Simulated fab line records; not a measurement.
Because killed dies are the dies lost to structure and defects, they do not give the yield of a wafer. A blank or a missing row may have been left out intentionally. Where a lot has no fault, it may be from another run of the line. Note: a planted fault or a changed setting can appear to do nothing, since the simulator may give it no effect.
Chamber matching ; flow n5Finfet ; rieDiel-01 running N5_BEOL_M3_ETCH_64: 4 sister chambers
The step etches SOC in N2/H2, target depth 75 nm, overetch 15 nm, time 112.5 s. 18 wafers are shown with their chamber, then 9 later ones without.

WAFERS, EACH WITH ITS CHAMBER
wafer;chamber;showerheadPlenumPTorr (Torr);drypumpMotorCurrentA (A);throttleValvePct (%)
L078.1;2;2.43;6.4;17.66
L078.2;0;2.69;5.5;17.83
L078.5;3;2.63;5.7;17.86
L086.1;2;2.43;6.5;17.67
L086.3;3;2.63;5.7;17.85
L086.5;1;2.64;6.3;17.34
L087.1;2;2.43;6.4;17.68
L087.4;1;2.64;6.3;17.36
L087.5;1;2.64;6.3;17.36
L088.1;0;2.68;5.5;17.86
L088.3;1;2.64;6.3;17.35
L088.4;2;2.43;6.4;17.70
L089.1;2;2.43;6.3;17.67
L089.4;1;2.64;6.3;17.35
L089.5;2;2.43;6.4;17.69
L090.1;2;2.43;6.4;17.69
L090.2;3;2.62;5.7;17.87
L090.5;3;2.62;5.7;17.88

SIGNATURES (averages over the wafers above)
reading;chamber 0;chamber 1;chamber 2;chamber 3;scatter within a chamber
showerheadPlenumPTorr;2.6850;2.6400;2.4300;2.6250;0.00327
drypumpMotorCurrentA;5.500;6.300;6.400;5.700;0.0378
throttleValvePct;17.8450;17.3520;17.6800;17.8650;0.0132
Rule: a wafer's distance from a chamber is the root of the sum, over the readings, of the square of ((its reading less the chamber's mean) divided by the reading's scatter). If the next closest chamber is less than 2 further off than the closest, the wafer can't be placed; otherwise it belongs to the closest. How the scatter is found: for the shown wafers, subtract from each reading the mean of its chamber, square and add these, divide the total by (wafers less chambers), then take the root.

WAFERS MISSING THEIR CHAMBER
wafer;showerheadPlenumPTorr (Torr);drypumpMotorCurrentA (A);throttleValvePct (%)
L092.2;2.68;5.5;17.89
L092.3;2.43;6.4;17.68
L092.4;2.62;5.8;17.87
L094.2;2.62;5.8;17.88
L094.3;2.68;5.5;17.87
L094.5;2.68;5.5;17.89
L097.1;2.63;6.3;17.39
L097.3;2.68;5.5;17.88
L097.5;2.63;6.3;17.40

WHICH CHAMBER EACH WENT THROUGH
wafer;from the rows above;in truth
L092.2;0;0
L092.3;2;2
L092.4;3;3
L094.2;3;3
L094.3;0;0
L094.5;0;0
L097.1;1;1
L097.3;0;0
L097.5;1;1
Placed correctly: 9 of 9. Number that these rows cannot place: 0. Placed wrongly: 0.
